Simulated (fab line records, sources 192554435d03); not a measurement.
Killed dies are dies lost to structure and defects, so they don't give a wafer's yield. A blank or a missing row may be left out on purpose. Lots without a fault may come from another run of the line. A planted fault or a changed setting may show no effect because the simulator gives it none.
Which tool did it? | flow n5_finfet | 24 lots, 72 wafers sampled, at 4 steps of a route of 1938

WHAT THE GAUGES READ, wafer by wafer
N5_BEOL_M13_OVL_MEAS_11. Usual: V12_OVL 3 nm, standard deviation 5.8.
lot  | measured     | on         | V12_OVL (nm) | flag
L074 | day 14 03:52 | overlay-01 | 0 2 -5       |
L077 | day 14 20:39 | overlay-02 | -1 2 1       |
L075 | day 15 01:29 | overlay-02 | -2 -5 1      |
L076 | day 15 06:38 | overlay-01 | -1 -2 0      |
L078 | day 15 12:58 | overlay-02 | 9 -2 11      |
L080 | day 15 23:51 | overlay-02 | 10 7 12      |
L082 | day 16 03:30 | overlay-02 | 2 4 7        |
L079 | day 16 16:07 | overlay-02 | 7 17 7       |
L086 | day 17 07:39 | overlay-01 | 12 8 9       |
L081 | day 17 14:00 | overlay-02 | 2 -7 -1      |
L083 | day 17 18:58 | overlay-02 | 3 -3 1       |
L084 | day 17 19:08 | overlay-02 | 4 8 11       |
L090 | day 18 04:34 | overlay-02 | 6 -5 1       |
L085 | day 18 05:12 | overlay-02 | 10 7 10      |
L089 | day 18 20:01 | overlay-02 | -3 4 2       |
L087 | day 18 23:29 | overlay-02 | -5 4 2       |
L088 | day 18 23:57 | overlay-02 | 15 14 11     |
L091 | day 19 03:59 | overlay-02 | -3 -4 -2     |
L096 | day 19 15:03 | overlay-02 | -4 -12 0     |
L092 | day 19 18:28 | overlay-02 | -1 -2 -8     |
L094 | day 19 18:38 | overlay-02 | 10 6 7       |
L093 | day 20 04:20 | overlay-02 | -2 0 0       |
L095 | day 20 04:44 | overlay-02 | 8 13 11      |
L097 | day 20 11:43 | overlay-02 | 7 5 10       |

N5_BEOL_M13_OVL_MEAS_29. Usual: M13_OVL -3 nm, standard deviation 5.7.
lot  | measured     | on         | M13_OVL (nm) | flag
L074 | day 14 04:49 | overlay-01 | 4 5 1        |
L077 | day 14 21:35 | overlay-02 | 3 0 -7       |
L075 | day 15 02:33 | overlay-01 | -5 -1 -2     |
L076 | day 15 07:35 | overlay-02 | 7 -1 4       |
L078 | day 15 14:31 | overlay-01 | -13 -4 -3    |
L080 | day 16 00:49 | overlay-01 | -3 -1 6      |
L082 | day 16 04:29 | overlay-01 | -5 -6 -3     |
L079 | day 16 17:03 | overlay-02 | 7 8 2        |
L086 | day 17 08:36 | overlay-01 | 4 4 7        |
L081 | day 17 15:04 | overlay-02 | -3 -10 -10   |
L083 | day 17 20:02 | overlay-02 | -5 -7 0      |
L084 | day 17 20:22 | overlay-02 | 1 -6 -3      |
L090 | day 18 05:36 | overlay-01 | 6 -1 -6      |
L085 | day 18 06:19 | overlay-01 | -8 -10 -2    |
L089 | day 18 21:28 | overlay-02 | -2 -9 -6     |
L087 | day 19 00:34 | overlay-02 | -5 -3 -13    |
L088 | day 19 00:54 | overlay-02 | -9 -6 -7     |
L091 | day 19 05:15 | overlay-02 | -10 -5 -10   |
L096 | day 19 16:02 | overlay-02 | -5 -2 -9     |
L092 | day 19 20:05 | overlay-02 | -10 -3 -8    |
L094 | day 19 20:38 | overlay-02 | -6 -7 -7     |
L093 | day 20 05:17 | overlay-02 | -3 -3 0      |
L095 | day 20 05:49 | overlay-02 | -5 5 3       |
L097 | day 20 12:40 | overlay-02 | 10 5 12      |

WHICH TOOL RAN EACH LOT (tool, then ch and the chambers of the sampled wafers, then the start)
lot  | N5_BEOL_M12_SPUTTER_43       | N5_BEOL_M12_ANNEAL_48
L074 | pvd_sputter-03, day 14 01:48 | rtp_anneal-01 ch 0, day 14 02:28
L077 | pvd_sputter-03, day 14 18:53 | rtp_anneal-01 ch 0, day 14 19:26
L075 | pvd_sputter-03, day 14 22:36 | rtp_anneal-01 ch 0, day 14 23:14
L076 | pvd_sputter-01, day 15 04:50 | rtp_anneal-02 ch 0, day 15 05:18
L078 | pvd_sputter-03, day 15 11:09 | rtp_anneal-01 ch 0, day 15 11:37
L080 | pvd_sputter-01, day 15 21:51 | rtp_anneal-02 ch 0, day 15 22:28
L082 | pvd_sputter-03, day 16 01:41 | rtp_anneal-01 ch 0, day 16 02:12
L079 | pvd_sputter-01, day 16 14:25 | rtp_anneal-02 ch 0, day 16 14:58
L086 | pvd_sputter-01, day 17 05:46 | rtp_anneal-01 ch 0, day 17 06:25
L081 | pvd_sputter-02, day 17 12:11 | rtp_anneal-02 ch 0, day 17 12:41
L083 | pvd_sputter-03, day 17 17:10 | rtp_anneal-02 ch 0, day 17 17:38
L084 | pvd_sputter-01, day 17 17:20 | rtp_anneal-01 ch 0, day 17 17:46
L090 | pvd_sputter-03, day 18 02:46 | rtp_anneal-02 ch 0, day 18 03:16
L085 | pvd_sputter-01, day 18 03:22 | rtp_anneal-02 ch 0, day 18 03:50
L089 | pvd_sputter-01, day 18 18:02 | rtp_anneal-01 ch 0, day 18 18:38
L087 | pvd_sputter-02, day 18 21:01 | rtp_anneal-02 ch 0, day 18 22:08
L088 | pvd_sputter-02, day 18 21:22 | rtp_anneal-01 ch 0, day 18 22:37
L091 | pvd_sputter-01, day 19 02:11 | rtp_anneal-02 ch 0, day 19 02:42
L096 | pvd_sputter-03, day 19 12:54 | rtp_anneal-02 ch 0, day 19 13:47
L092 | pvd_sputter-02, day 19 16:30 | rtp_anneal-01 ch 0, day 19 17:01
L094 | pvd_sputter-01, day 19 16:31 | rtp_anneal-02 ch 0, day 19 17:14
L093 | pvd_sputter-01, day 20 02:30 | rtp_anneal-02 ch 0, day 20 02:58
L095 | pvd_sputter-03, day 20 02:55 | rtp_anneal-02 ch 0, day 20 03:20
L097 | pvd_sputter-02, day 20 10:01 | rtp_anneal-02 ch 0, day 20 10:34
- N5_BEOL_M12_SPUTTER_43: material TaN, target thk 15 nm, time 24.19 s.
- N5_BEOL_M12_ANNEAL_48: time 90 s.

WHAT THE TOOLS THEMSELVES READ (means of the sampled wafers that have a number; where no wafer has one, the mark that the record gives instead)
N5_BEOL_M12_SPUTTER_43. Usual: cathode_dc_power_W 15000 W, standard deviation 2.7; throttle_valve_pct 30.0 %, standard deviation 0.79.
lot  | tool           | cathode_dc_power_W (W) | throttle_valve_pct (%) | flag
L074 | pvd_sputter-03 | 14997                  | 30.6                   |
L077 | pvd_sputter-03 | 15001                  | 30.0                   |
L075 | pvd_sputter-03 | 15000                  | 29.8                   |
L076 | pvd_sputter-01 | 15001                  | 29.2                   |
L078 | pvd_sputter-03 | 15000                  | 29.9                   |
L080 | pvd_sputter-01 | 15003                  | 29.5                   |
L082 | pvd_sputter-03 | 15002                  | 29.8                   |
L079 | pvd_sputter-01 | 15002                  | 29.6                   |
L086 | pvd_sputter-01 | 14999                  | 30.0                   |
L081 | pvd_sputter-02 | 15000                  | 29.5                   |
L083 | pvd_sputter-03 | 15000                  | 30.0                   |
L084 | pvd_sputter-01 | 15001                  | 30.7                   |
L090 | pvd_sputter-03 | 15000                  | 29.7                   |
L085 | pvd_sputter-01 | 14999                  | 30.1                   |
L089 | pvd_sputter-01 | 15000                  | 30.2                   |
L087 | pvd_sputter-02 | 14999                  | 29.8                   |
L088 | pvd_sputter-02 | 15000                  | 29.7                   |
L091 | pvd_sputter-01 | 15002                  | 30.5                   |
L096 | pvd_sputter-03 | 15003                  | 31.0                   |
L092 | pvd_sputter-02 | 14999                  | 30.2                   |
L094 | pvd_sputter-01 | 15003                  | 30.0                   |
L093 | pvd_sputter-01 | 15001                  | 30.1                   |
L095 | pvd_sputter-03 | 15000                  | 29.8                   |
L097 | pvd_sputter-02 | 14998                  | 30.0                   |

N5_BEOL_M12_ANNEAL_48. Usual: wafer_temp_C_max 226.09, standard deviation 0.28.
lot  | tool          | wafer_temp_C_max | flag
L074 | rtp_anneal-01 | 226.14           |
L077 | rtp_anneal-01 | 226.29           |
L075 | rtp_anneal-01 | 226.48           |
L076 | rtp_anneal-02 | 226.03           |
L078 | rtp_anneal-01 | 226.16           |
L080 | rtp_anneal-02 | 225.78           |
L082 | rtp_anneal-01 | 226.30           |
L079 | rtp_anneal-02 | 225.94           |
L086 | rtp_anneal-01 | 226.36           |
L081 | rtp_anneal-02 | 225.93           |
L083 | rtp_anneal-02 | 225.98           |
L084 | rtp_anneal-01 | 226.51           |
L090 | rtp_anneal-02 | 226.18           |
L085 | rtp_anneal-02 | 226.01           |
L089 | rtp_anneal-01 | 225.95           |
L087 | rtp_anneal-02 | 225.96           |
L088 | rtp_anneal-01 | 226.18           |
L091 | rtp_anneal-02 | 226.09           |
L096 | rtp_anneal-02 | 225.95           |
L092 | rtp_anneal-01 | 226.18           |
L094 | rtp_anneal-02 | 225.90           |
L093 | rtp_anneal-02 | 225.77           |
L095 | rtp_anneal-02 | 226.01           |
L097 | rtp_anneal-02 | 226.10           |

THE ANSWER, worked out from the rows above alone
Rule: a lot is off if the mean of its wafers that have a number lies more than 3 standard deviations from the usual mean. A lot without any number at a reading at which 4 lots or more have one is off too. The other lots that the step has rows for count as sound. The gauges are gone through in route order, then the tools' own readings, and for those a lot's mean is taken as printed above. The first step at which some lot is off is used, and at that step the reading that is off furthest; a lot without a number counts as furthest.
No lot is off at any reading shown: from this, nothing can be told.

WHAT THE SIMULATOR HAD PUT IN
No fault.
